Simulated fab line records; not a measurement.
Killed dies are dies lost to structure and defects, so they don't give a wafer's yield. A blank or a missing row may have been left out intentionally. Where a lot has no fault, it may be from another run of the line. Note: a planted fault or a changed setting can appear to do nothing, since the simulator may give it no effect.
Problem report in the 8D (eight disciplines) form, filled by code -- flow nandHarc -- the parts of the form that need people (team, actions taken, sign-off) are left out

== 1. PROBLEM STATEMENT ==
A mean of 589 is read at NHARC_P_STI_INSPECT_25 for rawDefectCount, taken on 1 wafer of 1 lot, against 211 (standard deviation 85) on wafers free of any fault. That puts it +4.4 standard deviations away from the usual mean.
First seen on wafer L846.3, day 7 15:52, on defectInspect-01. Wafers with a number at this step in the record: 13, from 5 lots. By rule, "out" or "out of limits" means more than 4 standard deviations away from the usual mean. Any other wafer with a number is counted as sound.

== 2. WHAT IT IS; WHAT IT IS NOT ==
question,is,is not
which readings at this step,rawDefectCount,-
which lots,L846,"L830, L840, L848, L851"
which wafers of those lots,all that have a number,-
read on which gauges,defectInspect-01,defectInspect-02
when,from day 7 15:52,"up to then (6 sound wafers); but 6 sound wafers of L848, L851 came after"

== 3. THE SUSPECTS, EACH WITH WHAT RULES IT OUT ==
Counting: a tool stays on the suspect list if, at a process step up to the reading, it processed all lots that are out and no sound lot following the first of them.
- the gauge at NHARC_P_STI_INSPECT_25 is ruled out. All the wafers that are out were read on defectInspect-01, but those of them that NHARC_END_SORT_01 has rows for are out there too, on other tools.
- cmp-04 at NHARC_P_STI_CMP_21 (polishes, t overpolish 20 s, target thk 380.67 nm): ruled out as a lasting fault. The sound lots L848, L851 went through it after L846, its earliest lot that is out (day 7 07:31).
- wetBench-02 at NHARC_P_STI_ETCH_36 (etches SiO2 in dHF, target depth 38.8 nm): kept. It ran the lot that is out, L846 (day 7 07:46), and no sound lot after that; its last sound lot up to then is L840 (day 5 18:02).
The count leaves wetBench-02 at NHARC_P_STI_ETCH_36.

== 4. THE CAUSE (what the simulator had put in) ==
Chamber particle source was wetBench-02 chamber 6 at NHARC_P_STI_ETCH_36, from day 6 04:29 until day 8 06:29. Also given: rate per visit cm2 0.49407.
This tool alone remained once counting was done.

== 5. THE CHAIN OF EFFECTS, in route order ==
Each row: a reading whose mean over the struck wafers that have a number lies more than 3 standard deviations from the usual. Scope: only readings with a usual standard deviation given in the record; hours: median across lots of the time from each lot's start at the first step in this table that gives one to its start at this step; sigmas: change in usual standard deviations.
hours,step,reading,usual,on struck wafers,change,sigmas
0,NHARC_P_STI_INSPECT_25,rawDefectCount,211,589,+378,+4.4
26,NHARC_P_GATE_INSPECT_28,rawDefectCount,7,303,+296,+90
52,NHARC_P_GATE_INSPECT_68,rawDefectCount,198,540,+342,+4.5
417,NHARC_END_SORT_01,killedAtPeriphery,3.8,60.0,+56.2,+21
417,NHARC_END_SORT_01,killedDies,31,75,+44,+4.4
At these later measuring or inspecting steps, every struck wafer for which the step has a row has a number for every such reading, and none has moved that far: NHARC_P_GATE_CD_MEAS_11.

== 6. WHAT WOULD HAVE CAUGHT IT SOONER ==
35 hours passed between the start of the fault at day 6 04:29 and the first reading out of limits at a measuring or inspecting step in this record, taken at day 7 15:52.
By day 7 15:52 the whole set of lots that are out, 1 in number, had already begun NHARC_P_STI_ETCH_36 on wetBench-02. Holding the tool at that point would not have protected any of them.
